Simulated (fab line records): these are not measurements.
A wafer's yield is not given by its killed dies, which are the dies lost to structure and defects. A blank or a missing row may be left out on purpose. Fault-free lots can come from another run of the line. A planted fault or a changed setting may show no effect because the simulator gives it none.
Which tool did it? | flow nand harc | 18 wafers from 6 lots sampled at 5 of the route's 1159 steps

WHAT THE GAUGES READ, wafer by wafer
NHARC_END_SORT_01.
lot  | measured     | on        | defect limited yield (%)
L210 | day 21 12:55 | prober-02 | 96.3 95.6 95.0

WHICH TOOL RAN EACH LOT (tool, then ch and the chambers of the sampled wafers, then the start)
lot  | NHARC_P_M2_DEGAS_29          | NHARC_P_BONDPAD_CMP_32        | NHARC_P_BONDPAD_EXPOSE_06         | NHARC_P_BONDPAD_DESCUM_11
L207 | pvd sputter-02, day 6 23:45  | cmp-03 ch 1,2,3, day 7 02:20  | krf scanner-01 ch 0, day 7 03:00  | rie diel-08 ch 1,2, day 7 03:22
L210 | pvd sputter-03, day 7 23:30  | cmp-04 ch 0,1, day 8 02:10    | krf scanner-01 ch 0, day 8 02:50  | rie diel-11 ch 0,3, day 8 03:12
L217 | pvd sputter-01, day 9 13:56  | cmp-02 ch 2,3, day 9 16:40    | krf scanner-01 ch 0, day 9 17:19  | rie diel-11 ch 2,3, day 9 17:41
L220 | pvd sputter-03, day 10 13:47 | cmp-04 ch 0,1,2, day 10 16:25 | krf scanner-04 ch 0, day 10 17:02 | rie diel-11 ch 1,3, day 10 17:24
L222 | pvd sputter-01, day 10 17:18 | cmp-03 ch 0,3, day 10 19:51   | krf scanner-03 ch 0, day 10 20:33 | rie diel-12 ch 0,2,3, day 10 20:56
L225 | pvd sputter-03, day 11 13:49 | cmp-02 ch 0,1,2, day 11 16:26 | krf scanner-04 ch 0, day 11 17:07 | rie diel-11 ch 0,1,2, day 11 17:28
- NHARC_P_M2_DEGAS_29: time 60 s.
- NHARC_P_BONDPAD_CMP_32: polishes SiCN, target thk 200 nm.
- NHARC_P_BONDPAD_EXPOSE_06: exposes mask P BPAD.
- NHARC_P_BONDPAD_DESCUM_11: chemistry O2, time 3 s.

THE ANSWER, worked out from the rows above alone
Rule: what is usual is taken from the lots themselves. The widest of any qualifying gaps counts: lots, ordered by their means at a reading, are off when they make up no more than a third of the lots, leave a main group of 4 or more, and stand apart from it by 3 or more times the standard deviation of that group's means. If all means in a main group match to the digits the tables above print for the reading, that group is not used. A lot without any number at a reading at which 4 lots or more have one is off too. All remaining lots with rows at the step are treated as sound.
Across all readings shown, no lot is off: no conclusion can be drawn from this.

WHAT THE SIMULATOR HAD INSERTED
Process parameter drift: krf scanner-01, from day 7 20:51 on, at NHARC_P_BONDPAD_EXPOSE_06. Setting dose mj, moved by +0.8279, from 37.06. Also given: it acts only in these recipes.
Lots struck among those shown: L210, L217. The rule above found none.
